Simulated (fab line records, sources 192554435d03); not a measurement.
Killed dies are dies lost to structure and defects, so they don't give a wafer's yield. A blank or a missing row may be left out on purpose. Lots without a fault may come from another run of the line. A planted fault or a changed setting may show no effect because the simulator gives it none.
Split-lot experiment | flow n5_finfet | 7 lots, 39 wafers read, on a route of 1938 steps

THE SPLIT
At N5_SD_EPI_N_EPI_21 (deposits Si:P, time 690 s), the setting temp_c was moved away from the recipe's 680 C on 9 of the 39 wafers read, by -0.5% to +0.6%. The other wafers ran this setting at the recipe's value.

FROM THE SPLIT TO THE READING: what the file shows between them, 9 steps
- N5_SD_EPI_N_PRECLEAN_24: cleans in O3/DIW, time 60 s
- N5_SD_EPI_N_LINER_46: material SiNx, target thk 3 nm (also split here: target_thk_a)
- N5_SD_EPI_P_COAT_34: time 60 s, resist thk 350 nm
- N5_SD_EPI_P_EPI_21: deposits SiGe:B, time 355 s
- N5_SD_EPI_P_HM_STRIP_48: strips SiNx in H3PO4, material SiNx, target depth 3 nm
- N5_SD_EPI_P_SRD_49: time 30 s
- N5_SD_EPI_P_PRECLEAN_24: cleans in O3/DIW, time 45 s
- N5_SD_ACTIVATION_RTA_00: time 0 s
- N5_SD_ACTIVATION_LSA_01: time 0.0008 s

THE READING
RS_SD_N, in ohm/sq, at N5_SD_ACTIVATION_RS_MEAS_03 (measures by four-point-probe). Fault-free wafers of this fab line usually give 21.88 ohm/sq, standard deviation 0.26 ohm/sq.

wafer  | tool, chamber at the split | temp_c as run, C | against the recipe | RS_SD_N, ohm/sq | against lot-mates on the recipe
L075.1 | epi_rpcvd-04, 0            | 680              | recipe             | 22.10           | -
L075.2 | epi_rpcvd-04, 0            | 680              | recipe             | 22.11           | -
L075.3 | epi_rpcvd-04, 0            | 680              | recipe             | 21.89           | -
L075.4 | epi_rpcvd-04, 0            | 680              | recipe             | 22.01           | -
L075.5 | epi_rpcvd-04, 0            | 680              | recipe             | 22.09           | -
L075.6 | epi_rpcvd-04, 0            | 680              | recipe             | 22.12           | -
L084.1 | epi_rpcvd-04, 0            | 680              | recipe             | 21.99           | -
L084.2 | epi_rpcvd-04, 0            | 676.9            | -0.5%              | 22.82           | +0.82
L084.3 | epi_rpcvd-04, 0            | 680              | recipe             | 21.95           | -
L084.4 | epi_rpcvd-04, 0            | 676.9            | -0.5%              | 23.28           | +1.28
L084.5 | epi_rpcvd-04, 0            | 680              | recipe             | 22.06           | -
L084.6 | epi_rpcvd-04, 0            | 676.9            | -0.5%              | 23.20           | +1.20
L085.1 | epi_rpcvd-03, 0            | 680              | recipe             | 21.45           | -
L085.2 | epi_rpcvd-03, 0            | 680              | recipe             | 21.67           | -
L085.3 | epi_rpcvd-03, 0            | 684.3            | +0.6%              | 20.14           | -1.48
L085.4 | epi_rpcvd-03, 0            | 680              | recipe             | 21.73           | -
L085.5 | epi_rpcvd-03, 0            | 684.3            | +0.6%              | 20.32           | -1.30
L085.6 | epi_rpcvd-03, 0            | 684.3            | +0.6%              | 20.19           | -1.43
L091.1 | epi_rpcvd-04, 0            | 680              | recipe             | 21.79           | -
L091.2 | epi_rpcvd-04, 0            | 680              | recipe             | 21.84           | -
L091.3 | epi_rpcvd-04, 0            | 680              | recipe             | 21.87           | -
L091.4 | epi_rpcvd-04, 0            | 680              | recipe             | 21.42           | -
L091.5 | epi_rpcvd-04, 0            | 680              | recipe             | 21.65           | -
L091.6 | epi_rpcvd-04, 0            | 680              | recipe             | 22.10           | -
L092.1 | epi_rpcvd-03, 0            | 680              | recipe             | 21.59           | -
L092.2 | epi_rpcvd-03, 0            | 680              | recipe             | 21.62           | -
L092.3 | epi_rpcvd-03, 0            | 680              | recipe             | 21.77           | -
L092.4 | epi_rpcvd-03, 0            | 680              | recipe             | 21.80           | -
L092.5 | epi_rpcvd-03, 0            | 680              | recipe             | 21.61           | -
L092.6 | epi_rpcvd-03, 0            | 680              | recipe             | 21.78           | -
L095.1 | epi_rpcvd-04, 0            | 680              | recipe             | 21.32           | -
L095.2 | epi_rpcvd-04, 0            | 680              | recipe             | 21.82           | -
L095.4 | epi_rpcvd-04, 0            | 680              | recipe             | 21.62           | -
L097.1 | epi_rpcvd-03, 0            | 680              | recipe             | 21.94           | -
L097.2 | epi_rpcvd-03, 0            | 680              | recipe             | 22.12           | -
L097.3 | epi_rpcvd-03, 0            | 676.8            | -0.5%              | 23.50           | +1.40
L097.4 | epi_rpcvd-03, 0            | 676.8            | -0.5%              | 23.50           | +1.40
L097.5 | epi_rpcvd-03, 0            | 676.8            | -0.5%              | 23.18           | +1.08
L097.6 | epi_rpcvd-03, 0            | 680              | recipe             | 22.23           | -

THE FIT
A straight line over all 39 wafers: RS_SD_N changes by -2.8 ohm/sq for each +1% of temp_c; r = -0.95; the points scatter about the line by 0.23 ohm/sq.
The same after taking each lot's own level away (the mean of its wafers on the recipe; 39 wafers): -2.4 ohm/sq for each +1%; r = -0.97; scatter 0.15 ohm/sq.
On that fit, the largest move of temp_c shifts the reading by 1.5 ohm/sq.
The lots' own levels span 21.587 to 22.097 ohm/sq, that is 2.0 times the standard deviation above.
So the lot-to-lot level changes the slope: the two fits differ.
Check: with one of the wafers moved furthest among these (+0.6%) left out of the fit, the line predicts -1.5 ohm/sq for it against its lot-mates. It came out at -1.48 ohm/sq against them.

OTHER SPLITS ON THESE WAFERS
These wafers also went through other splits before the reading. Each is held against what the fit with the lots' levels taken away leaves over:
other split on the same wafers               | wafers away from the commonest value | r with RS_SD_N (lot level and that fit taken away)
N5_WELL_APT_EPI_41 time_s                    | 18                                   | +0.00
N5_PMOS_HMC_CHANNEL_EPI_EPI_20 pressure_torr | 18                                   | -0.12
N5_DUMMY_GATE_ETCH_32 time_s                 | 15                                   | -0.01
N5_SD_EPI_N_LINER_46 target_thk_a            | 15                                   | -0.17

THE WHOLE CHAIN: every reading that the file lists as answering this split, in the file's order
step                        | what it does                                           | reading                                                                         | change (the file's fit)              | r (the file's)
N5_SD_EPI_N_EPI_21          | deposits Si:P, time 690 s                              | Si-P_of_SD_EPI_N_EPI_21.thk_nm (the simulator's own value, which no gauge read) | +6.31 nm for each +1% of the setting | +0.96
N5_SD_EPI_N_PRECLEAN_24     | cleans in O3/DIW, time 60 s                            | Si-P_of_SD_EPI_N_EPI_21.thk_nm (the simulator's own value, which no gauge read) | +6.22 nm for each +1% of the setting | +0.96
N5_SD_EPI_P_HM_STRIP_48     | strips SiNx in H3PO4, material SiNx, target depth 3 nm | Si-P_of_SD_EPI_N_EPI_21.thk_nm (the simulator's own value, which no gauge read) | +6.14 nm for each +1% of the setting | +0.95
N5_SD_ACTIVATION_RS_MEAS_03 | measures by four-point-probe                           | RS_SD_N                                                                         | -2.41 for each +1% of the setting    | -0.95

THE FILE'S OWN FIT
RS_SD_N changes by -2.41 ohm/sq for each +1% of temp_c, r = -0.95.
